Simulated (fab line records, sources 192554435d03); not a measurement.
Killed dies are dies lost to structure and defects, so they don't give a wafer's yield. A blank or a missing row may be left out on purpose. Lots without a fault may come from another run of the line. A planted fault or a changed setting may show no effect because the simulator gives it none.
Which tool did it? | flow n5_finfet | 24 lots, 72 wafers sampled, at 6 steps of a route of 1938

WHAT THE GAUGES READ, wafer by wafer
N5_BEOL_M12_INSPECT_12: inspects for defects (macro).
lot  | measured     | on                | raw_defect_count
L074 | day 10 18:00 | defect_inspect-01 | 2 0 1
L075 | day 10 17:46 | defect_inspect-02 | 2 3 1
L076 | day 10 19:01 | defect_inspect-01 | 0 3 3
L077 | day 11 02:13 | defect_inspect-02 | 1 3 3
L078 | day 11 13:01 | defect_inspect-01 | 4 1 0
L079 | day 11 17:41 | defect_inspect-01 | 1 0 3
L083 | day 12 08:52 | defect_inspect-02 | 3 1 2
L081 | day 12 11:31 | defect_inspect-01 | 3 0 1
L082 | day 12 15:10 | defect_inspect-02 | 2 1 0
L080 | day 12 20:38 | defect_inspect-02 | 0 3 1
L084 | day 13 06:54 | defect_inspect-02 | 4 0 3
L085 | day 13 07:20 | defect_inspect-02 | 1 3 6
L087 | day 13 12:53 | defect_inspect-02 | 0 6 3
L086 | day 13 13:58 | defect_inspect-02 | 0 2 1
L088 | day 13 22:46 | defect_inspect-01 | 1 0 2
L091 | day 14 16:14 | defect_inspect-02 | 1 1 0
L089 | day 14 23:12 | defect_inspect-02 | 1 1 3
L090 | day 14 23:56 | defect_inspect-02 | 3 6 4
L093 | day 15 01:01 | defect_inspect-02 | 1 3 4
L092 | day 15 02:18 | defect_inspect-02 | 6 0 2
L094 | day 15 11:46 | defect_inspect-02 | 1 2 2
L095 | day 15 18:13 | defect_inspect-02 | 2 2 5
L096 | day 15 18:31 | defect_inspect-01 | 3 0 3
L097 | day 16 00:37 | defect_inspect-01 | 2 1 0

WHICH TOOL RAN EACH LOT (tool, then ch and the chambers of the sampled wafers, then the start)
lot  | N5_BEOL_M11_VIA_ETCH_34            | N5_BEOL_M11_TRENCH_ETCH_37                    | N5_BEOL_M11_ETCH_41                           | N5_BEOL_M11_SURFACE_TREAT_76 | N5_BEOL_M12_ILD_DEP_00
L074 | rie_diel-01 ch 0,1,3, day 10 12:11 | rie_diel-01 ch 0,1,3, day 10 15:13 or earlier | rie_diel-01 ch 0,1,3, day 10 15:13 or earlier | pvd_sputter-03, day 10 15:13 | pecvd-03 ch 0,1,2, day 10 17:26
L075 | rie_diel-01 ch 2,3, day 10 13:04   | rie_diel-01 ch 2,3, day 10 15:15 or earlier   | rie_diel-01 ch 2,3, day 10 15:15 or earlier   | pvd_sputter-03, day 10 15:15 | pecvd-04 ch 0,1, day 10 17:10
L076 | rie_diel-05 ch 0,1, day 10 14:22   | rie_diel-05 ch 0,1, day 10 16:26 or earlier   | rie_diel-05 ch 0,1, day 10 16:26 or earlier   | pvd_sputter-02, day 10 16:26 | pecvd-01 ch 0,1,2, day 10 18:24
L077 | rie_diel-01 ch 0,1,2, day 10 19:55 | rie_diel-01 ch 0,1,2, day 10 23:47 or earlier | rie_diel-01 ch 0,1,2, day 10 23:47 or earlier | pvd_sputter-03, day 10 23:47 | pecvd-01 ch 0,1,2, day 11 01:44
L078 | rie_diel-01 ch 0,2,3, day 11 07:54 | rie_diel-01 ch 0,2,3, day 11 10:01 or earlier | rie_diel-01 ch 0,2,3, day 11 10:01 or earlier | pvd_sputter-03, day 11 10:01 | pecvd-01 ch 1,2, day 11 12:31
L079 | rie_diel-05 ch 0,2, day 11 13:59   | rie_diel-05 ch 0,2, day 11 15:35 or earlier   | rie_diel-05 ch 0,2, day 11 15:35 or earlier   | pvd_sputter-01, day 11 15:35 | pecvd-04 ch 0,1,2, day 11 17:12
L083 | rie_diel-01 ch 1,2,3, day 12 05:38 | rie_diel-01 ch 1,2,3, day 12 06:59 or earlier | rie_diel-01 ch 1,2,3, day 12 06:59 or earlier | pvd_sputter-01, day 12 06:59 | pecvd-04 ch 1,2, day 12 08:14
L081 | rie_diel-05 ch 0,3, day 12 07:25   | rie_diel-05 ch 0,3, day 12 09:05 or earlier   | rie_diel-05 ch 0,3, day 12 09:05 or earlier   | pvd_sputter-01, day 12 09:05 | pecvd-04 ch 0,1,2, day 12 10:54
L082 | rie_diel-01 ch 0,3, day 12 11:52   | rie_diel-01 ch 0,3, day 12 13:16 or earlier   | rie_diel-01 ch 0,3, day 12 13:16 or earlier   | pvd_sputter-02, day 12 13:16 | pecvd-01 ch 0,1, day 12 14:34
L080 | rie_diel-05 ch 1,2,3, day 12 16:50 | rie_diel-05 ch 1,2,3, day 12 18:23 or earlier | rie_diel-05 ch 1,2,3, day 12 18:23 or earlier | pvd_sputter-01, day 12 18:23 | pecvd-04 ch 0,2, day 12 20:01
L084 | rie_diel-05 ch 0,2,3, day 13 02:55 | rie_diel-05 ch 0,2,3, day 13 04:16 or earlier | rie_diel-05 ch 0,2,3, day 13 04:16 or earlier | pvd_sputter-03, day 13 04:16 | pecvd-04 ch 0,2, day 13 06:17
L085 | rie_diel-05 ch 1,3, day 13 03:26   | rie_diel-05 ch 1,3, day 13 04:50 or earlier   | rie_diel-05 ch 1,3, day 13 04:50 or earlier   | pvd_sputter-03, day 13 04:50 | pecvd-01 ch 1,2, day 13 06:43
L087 | rie_diel-05 ch 0,1,2, day 13 09:47 | rie_diel-05 ch 0,1,2, day 13 11:04 or earlier | rie_diel-05 ch 0,1,2, day 13 11:04 or earlier | pvd_sputter-02, day 13 11:04 | pecvd-01 ch 0,1,2, day 13 12:24
L086 | rie_diel-01 ch 2,3, day 13 10:41   | rie_diel-01 ch 2,3, day 13 12:06 or earlier   | rie_diel-01 ch 2,3, day 13 12:06 or earlier   | pvd_sputter-01, day 13 12:06 | pecvd-01 ch 0,1, day 13 13:28
L088 | rie_diel-01 ch 1,3, day 13 19:27   | rie_diel-01 ch 1,3, day 13 20:54 or earlier   | rie_diel-01 ch 1,3, day 13 20:54 or earlier   | pvd_sputter-03, day 13 20:54 | pecvd-01 ch 0,2, day 13 22:16
L091 | rie_diel-01 ch 0,1,2, day 14 11:47 | rie_diel-01 ch 0,1,2, day 14 14:05 or earlier | rie_diel-01 ch 0,1,2, day 14 14:05 or earlier | pvd_sputter-01, day 14 14:05 | pecvd-01 ch 0,1,2, day 14 15:38
L089 | rie_diel-06 ch 0,2,3, day 14 19:46 | rie_diel-06 ch 0,2,3, day 14 21:04 or earlier | rie_diel-06 ch 0,2,3, day 14 21:04 or earlier | pvd_sputter-02, day 14 21:04 | pecvd-03 ch 0,2, day 14 22:43
L090 | rie_diel-05 ch 0,1,3, day 14 19:55 | rie_diel-05 ch 0,1,3, day 14 21:40 or earlier | rie_diel-05 ch 0,1,3, day 14 21:40 or earlier | pvd_sputter-02, day 14 21:40 | pecvd-04 ch 0,1, day 14 23:27
L093 | rie_diel-01 ch 0,2, day 14 20:07   | rie_diel-01 ch 0,2, day 14 22:58 or earlier   | rie_diel-01 ch 0,2, day 14 22:58 or earlier   | pvd_sputter-03, day 14 22:58 | pecvd-03 ch 0,2, day 15 00:24
L092 | rie_diel-06 ch 0,2,3, day 14 22:25 | rie_diel-06 ch 0,2,3, day 15 00:12 or earlier | rie_diel-06 ch 0,2,3, day 15 00:12 or earlier | pvd_sputter-02, day 15 00:12 | pecvd-03 ch 0,1,2, day 15 01:41
L094 | rie_diel-05 ch 1,2,3, day 15 08:34 | rie_diel-05 ch 1,2,3, day 15 09:48 or earlier | rie_diel-05 ch 1,2,3, day 15 09:48 or earlier | pvd_sputter-02, day 15 09:48 | pecvd-01 ch 0,1,2, day 15 11:19
L095 | rie_diel-01 ch 0,2, day 15 14:10   | rie_diel-01 ch 0,2, day 15 15:55 or earlier   | rie_diel-01 ch 0,2, day 15 15:55 or earlier   | pvd_sputter-02, day 15 15:55 | pecvd-03 ch 0,2, day 15 17:37
L096 | rie_diel-06 ch 2,3, day 15 14:27   | rie_diel-06 ch 2,3, day 15 16:22 or earlier   | rie_diel-06 ch 2,3, day 15 16:22 or earlier   | pvd_sputter-02, day 15 16:22 | pecvd-04 ch 0,1, day 15 17:51
L097 | rie_diel-05 ch 0,1,3, day 15 19:34 | rie_diel-05 ch 0,1,3, day 15 22:41 or earlier | rie_diel-05 ch 0,1,3, day 15 22:41 or earlier | pvd_sputter-01, day 15 22:41 | pecvd-01 ch 1,2, day 16 00:01
- N5_BEOL_M11_VIA_ETCH_34: etches SiCOH lowk in C4F6/O2, target depth 184.5 nm, time 69.2 s.
- N5_BEOL_M11_TRENCH_ETCH_37: etches SiCOH lowk in C4F6/O2, target depth 148.83 nm, time 48 s.
- N5_BEOL_M11_ETCH_41: etches SiCN in CH3F/O2, target depth 42.6 nm, time 86 s.
- N5_BEOL_M11_SURFACE_TREAT_76
- N5_BEOL_M12_ILD_DEP_00: deposits SiOC from DEMS/O2, target thk 658.92 nm, time 130.7 s.

WHAT THE TOOLS THEMSELVES READ (means of the sampled wafers that have a number; where no wafer has one, the mark that the record gives instead)
N5_BEOL_M11_VIA_ETCH_34.
lot  | tool        | drypump_motor_current_A (A) | oes_product_au (a.u.) | rf_vpp_V (V) | showerhead_plenum_p_Torr (Torr) | throttle_valve_pct (%)
L074 | rie_diel-01 | 5.4                         | 0.73                  | 663          | 2.82                            | 20.95
L075 | rie_diel-01 | 5.9                         | 0.75                  | 669          | 2.81                            | 21.18
L076 | rie_diel-05 | 6.0                         | 0.80                  | 674          | 2.84                            | 20.85
L077 | rie_diel-01 | 5.6                         | 0.75                  | 666          | 2.87                            | 21.05
L078 | rie_diel-01 | 5.6                         | 0.75                  | 666          | 2.81                            | 21.04
L079 | rie_diel-05 | 6.1                         | 0.86                  | 674          | 2.85                            | 20.78
L083 | rie_diel-01 | 5.7                         | 0.72                  | 665          | 2.82                            | 21.11
L081 | rie_diel-05 | 5.7                         | 0.78                  | 671          | 2.75                            | 20.86
L082 | rie_diel-01 | 5.4                         | 0.73                  | 664          | 2.75                            | 20.97
L080 | rie_diel-05 | 5.9                         | 0.77                  | 663          | 2.89                            | 21.12
L084 | rie_diel-05 | 5.8                         | 0.81                  | 667          | 2.83                            | 20.95
L085 | rie_diel-05 | 5.8                         | 0.70                  | 663          | 2.86                            | 21.19
L087 | rie_diel-05 | 6.1                         | 0.81                  | 670          | 2.91                            | 20.96
L086 | rie_diel-01 | 5.7                         | 0.73                  | 665          | 2.75                            | 21.11
L088 | rie_diel-01 | 5.5                         | 0.90                  | 661          | 2.83                            | 20.78
L091 | rie_diel-01 | 5.6                         | 0.81                  | 665          | 2.86                            | 20.96
L089 | rie_diel-06 | 5.9                         | 0.84                  | 667          | 2.76                            | 20.79
L090 | rie_diel-05 | 5.7                         | 0.73                  | 667          | 2.80                            | 21.05
L093 | rie_diel-01 | 5.8                         | 0.73                  | 669          | 2.85                            | 21.17
L092 | rie_diel-06 | 5.9                         | 0.84                  | 666          | 2.76                            | 20.80
L094 | rie_diel-05 | 5.9                         | 0.76                  | 663          | 2.88                            | 21.14
L095 | rie_diel-01 | 5.5                         | 0.73                  | 668          | 2.84                            | 21.06
L096 | rie_diel-06 | 6.0                         | 0.86                  | 673          | 2.78                            | 20.88
L097 | rie_diel-05 | 5.7                         | 0.73                  | 668          | 2.80                            | 21.06

N5_BEOL_M11_TRENCH_ETCH_37.
lot  | tool        | drypump_motor_current_A (A) | oes_product_au (a.u.) | rf_vpp_V (V) | showerhead_plenum_p_Torr (Torr) | throttle_valve_pct (%)
L074 | rie_diel-01 | 5.4                         | 0.72                  | 663          | 2.83                            | 20.98
L075 | rie_diel-01 | 5.9                         | 0.76                  | 667          | 2.81                            | 21.20
L076 | rie_diel-05 | 6.0                         | 0.79                  | 674          | 2.84                            | 20.88
L077 | rie_diel-01 | 5.6                         | 0.74                  | 666          | 2.87                            | 21.07
L078 | rie_diel-01 | 5.6                         | 0.75                  | 667          | 2.81                            | 21.08
L079 | rie_diel-05 | 6.1                         | 0.86                  | 674          | 2.85                            | 20.81
L083 | rie_diel-01 | 5.7                         | 0.73                  | 665          | 2.82                            | 21.14
L081 | rie_diel-05 | 5.7                         | 0.78                  | 671          | 2.75                            | 20.91
L082 | rie_diel-01 | 5.4                         | 0.72                  | 663          | 2.75                            | 20.99
L080 | rie_diel-05 | 5.9                         | 0.78                  | 662          | 2.89                            | 21.13
L084 | rie_diel-05 | 5.8                         | 0.81                  | 666          | 2.83                            | 20.99
L085 | rie_diel-05 | 5.8                         | 0.71                  | 662          | 2.86                            | 21.22
L087 | rie_diel-05 | 6.1                         | 0.81                  | 670          | 2.91                            | 20.99
L086 | rie_diel-01 | 5.7                         | 0.72                  | 665          | 2.75                            | 21.13
L088 | rie_diel-01 | 5.5                         | 0.89                  | 661          | 2.83                            | 20.80
L091 | rie_diel-01 | 5.6                         | 0.81                  | 665          | 2.86                            | 21.00
L089 | rie_diel-06 | 5.9                         | 0.83                  | 665          | 2.76                            | 20.82
L090 | rie_diel-05 | 5.7                         | 0.73                  | 667          | 2.80                            | 21.08
L093 | rie_diel-01 | 5.8                         | 0.74                  | 669          | 2.85                            | 21.20
L092 | rie_diel-06 | 5.9                         | 0.83                  | 666          | 2.76                            | 20.82
L094 | rie_diel-05 | 5.9                         | 0.75                  | 662          | 2.88                            | 21.16
L095 | rie_diel-01 | 5.5                         | 0.73                  | 667          | 2.84                            | 21.07
L096 | rie_diel-06 | 6.0                         | 0.86                  | 673          | 2.78                            | 20.92
L097 | rie_diel-05 | 5.8                         | 0.73                  | 667          | 2.80                            | 21.09

N5_BEOL_M11_ETCH_41.
lot  | tool        | drypump_motor_current_A (A) | oes_product_au (a.u.) | rf_vpp_V (V) | showerhead_plenum_p_Torr (Torr) | throttle_valve_pct (%)
L074 | rie_diel-01 | 5.4                         | 0.73                  | 297.5        | 1.99                            | 16.41
L075 | rie_diel-01 | 5.9                         | 0.76                  | 296.6        | 1.97                            | 16.57
L076 | rie_diel-05 | 6.0                         | 0.80                  | 296.8        | 1.99                            | 16.25
L077 | rie_diel-01 | 5.6                         | 0.75                  | 297.5        | 2.02                            | 16.49
L078 | rie_diel-01 | 5.6                         | 0.75                  | 296.1        | 1.97                            | 16.47
L079 | rie_diel-05 | 6.0                         | 0.87                  | 298.2        | 2.00                            | 16.17
L083 | rie_diel-01 | 5.7                         | 0.73                  | 297.8        | 1.98                            | 16.56
L081 | rie_diel-05 | 5.7                         | 0.77                  | 295.7        | 1.93                            | 16.28
L082 | rie_diel-01 | 5.4                         | 0.73                  | 295.5        | 1.93                            | 16.40
L080 | rie_diel-05 | 5.9                         | 0.77                  | 297.9        | 2.03                            | 16.52
L084 | rie_diel-05 | 5.8                         | 0.81                  | 296.9        | 1.99                            | 16.36
L085 | rie_diel-05 | 5.8                         | 0.71                  | 297.7        | 2.01                            | 16.61
L087 | rie_diel-05 | 6.1                         | 0.81                  | 297.9        | 2.04                            | 16.35
L086 | rie_diel-01 | 5.7                         | 0.72                  | 296.4        | 1.93                            | 16.55
L088 | rie_diel-01 | 5.5                         | 0.89                  | 297.7        | 1.99                            | 16.20
L091 | rie_diel-01 | 5.6                         | 0.81                  | 298.0        | 2.01                            | 16.38
L089 | rie_diel-06 | 5.9                         | 0.83                  | 296.3        | 1.94                            | 16.19
L090 | rie_diel-05 | 5.8                         | 0.73                  | 296.1        | 1.96                            | 16.48
L093 | rie_diel-01 | 5.8                         | 0.74                  | 297.6        | 2.00                            | 16.59
L092 | rie_diel-06 | 5.9                         | 0.85                  | 296.6        | 1.94                            | 16.20
L094 | rie_diel-05 | 5.9                         | 0.76                  | 297.5        | 2.02                            | 16.56
L095 | rie_diel-01 | 5.5                         | 0.72                  | 297.6        | 1.99                            | 16.48
L096 | rie_diel-06 | 6.0                         | 0.87                  | 296.1        | 1.95                            | 16.25
L097 | rie_diel-05 | 5.7                         | 0.73                  | 297.0        | 1.96                            | 16.50

N5_BEOL_M12_ILD_DEP_00.
lot  | tool     | heater_power_w (W) | showerhead_plenum_p_Torr (Torr) | throttle_valve_pct (%)
L074 | pecvd-03 | 503                | 5.700                           | 12.3
L075 | pecvd-04 | 517                | 5.677                           | 12.4
L076 | pecvd-01 | 432                | 5.676                           | 11.8
L077 | pecvd-01 | 405                | 5.690                           | 11.9
L078 | pecvd-01 | 392                | 5.687                           | 11.9
L079 | pecvd-04 | 449                | 5.696                           | 12.0
L083 | pecvd-04 | 467                | 5.697                           | 11.9
L081 | pecvd-04 | 476                | 5.695                           | 12.1
L082 | pecvd-01 | 423                | 5.692                           | 11.9
L080 | pecvd-04 | 420                | 5.702                           | 12.1
L084 | pecvd-04 | 409                | 5.698                           | 12.0
L085 | pecvd-01 | 388                | 5.688                           | 11.8
L087 | pecvd-01 | 423                | 5.691                           | 11.9
L086 | pecvd-01 | 458                | 5.687                           | 11.6
L088 | pecvd-01 | 368                | 5.685                           | 12.1
L091 | pecvd-01 | 440                | 5.693                           | 12.0
L089 | pecvd-03 | 487                | 5.702                           | 11.8
L090 | pecvd-04 | 495                | 5.686                           | 12.2
L093 | pecvd-03 | 471                | 5.710                           | 11.8
L092 | pecvd-03 | 499                | 5.699                           | 12.4
L094 | pecvd-01 | 389                | 5.689                           | 11.9
L095 | pecvd-03 | 491                | 5.698                           | 12.0
L096 | pecvd-04 | 517                | 5.687                           | 12.3
L097 | pecvd-01 | 462                | 5.690                           | 11.8

THE ANSWER, worked out from the rows above alone
Rule: what is usual is taken from the lots themselves. Put in order of their means at a reading, lots are off if they are a third of the lots or fewer, leave a main group of 4 or more, and stand apart from it by a gap of 3 or more times the standard deviation of the main group's means; of several such gaps the widest counts. A main group whose means are all the same, to the digits that the tables above print for the reading, isn't used. A lot without any number at a reading at which 4 lots or more have one is off too. The other lots that the step has rows for count as sound. The gauges are gone through in route order, then the tools' own readings, and for those a lot's mean is taken as printed above. The first step at which some lot is off is used, and at that step the reading that is off furthest; a lot without a number counts as furthest.
No lot is off at any reading shown: from this, nothing can be told.

WHAT THE SIMULATOR HAD PUT IN
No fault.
